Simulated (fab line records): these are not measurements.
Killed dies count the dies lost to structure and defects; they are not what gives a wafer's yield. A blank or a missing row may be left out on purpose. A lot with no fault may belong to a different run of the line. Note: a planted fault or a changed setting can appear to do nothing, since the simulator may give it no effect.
A lot that was struck, set against a sound lot || flow nandHarc || 14 steps out of a route of 1302
Sound: the wafers L392.3, L392.4, L392.5. Struck: wafer L398.6. (L398.2, L398.3 of the same lot were not struck and are left out.) The cause comes at the end.
For every step that has rows: the tool of each side, followed by ch and its chambers, followed by its first start. Under that, the readings that differ: sound wafers || struck wafers || difference of the means || sigmas: that difference in standard deviations of wafers without a fault.
alike: same words and numbers on both sides, and readings whose means sit less than 2 such deviations apart. not compared: any withheld reading, any reading some wafer has no value for, any bound like >300 that may hide the same value, and any number with overlapping values for which the record gives no deviation.
A row with sigmas, a row that says differs or no value, or rows on one side alone: a step with any of these is where the two part. Numbers that have no deviation but don't overlap get no sigmas and don't part them. A reading missing from all wafers of one side parts the sides only when that side holds two or more wafers.

first, 9 steps without rows for these wafers: NHARC_A_STAIRCASE_DEHYDRATE_01 (time 120 s); NHARC_A_STAIRCASE_HMDS_02 (time 30 s); NHARC_A_STAIRCASE_COAT_03; NHARC_A_STAIRCASE_SOFTBAKE_04 (time 170 s); NHARC_A_STAIRCASE_EBR_05; NHARC_A_STAIRCASE_EXPOSE_06 (exposes mask STAIR); NHARC_A_STAIRCASE_PEB_07 (peb time 130 s); NHARC_A_STAIRCASE_DEVELOP_08 (time 140 s); NHARC_A_STAIRCASE_HARDBAKE_10 (time 140 s).
NHARC_A_STAIRCASE_DESCUM_11: chemistry O2, time 3 s.
  sound on rieDiel-12 ch 0,2,3, day 16 18:24; struck on rieDiel-12 ch 1, day 19 23:30
{"reading": "oesProductAu (a.u.)", "sound": "1.007 0.996 1.010", "struck": 0.987, "difference": -0.017, "sigmas": -3}
  alike: drypumpMotorCurrentA, rfVppV, showerheadPlenumPTorr, throttleValvePct
  not compared: rfHoursCounterH
NHARC_A_STAIRCASE_TRIM_12: chemistry O2, time 211.2 s.
  sound on rieDiel-12 ch 0,1,2, day 16 18:28; struck on rieDiel-12 ch 0, day 19 23:35
  alike: drypumpMotorCurrentA, oesProductAu, rfVppV, showerheadPlenumPTorr, throttleValvePct
  not compared: rfHoursCounterH
NHARC_A_STAIRCASE_ETCH_13: etches the open film in C4F8/O2, target depth 100 nm, time 40.5 s.
  sound on rieDiel-12 ch 0,1,3, day 16 18:37; struck on rieDiel-12 ch 2, day 19 23:44
{"reading": "runLengthS (s)", "sound": "62.1 61.1 61.6", "struck": 68.2, "difference": "+6.6", "sigmas": "+21"}
  alike: oesProductAu, rfVppV
  not compared: rfHoursCounterH
NHARC_A_STAIRCASE_TRIM_14: chemistry O2, time 211.2 s.
  sound on rieDiel-12 ch 0,1,2; struck on rieDiel-12 ch 0
  alike: drypumpMotorCurrentA, oesProductAu, rfVppV, showerheadPlenumPTorr, throttleValvePct
  not compared: rfHoursCounterH
after that, 1 step had no rows for these wafers: NHARC_END_SORT_01.

WHERE THEY PART
Earliest at NHARC_A_STAIRCASE_DESCUM_11; latest, in this record, at NHARC_A_STAIRCASE_ETCH_13. Later steps at which nothing parts them and some readings are alike: NHARC_A_STAIRCASE_TRIM_14.

WHY: the cause the simulator had injected
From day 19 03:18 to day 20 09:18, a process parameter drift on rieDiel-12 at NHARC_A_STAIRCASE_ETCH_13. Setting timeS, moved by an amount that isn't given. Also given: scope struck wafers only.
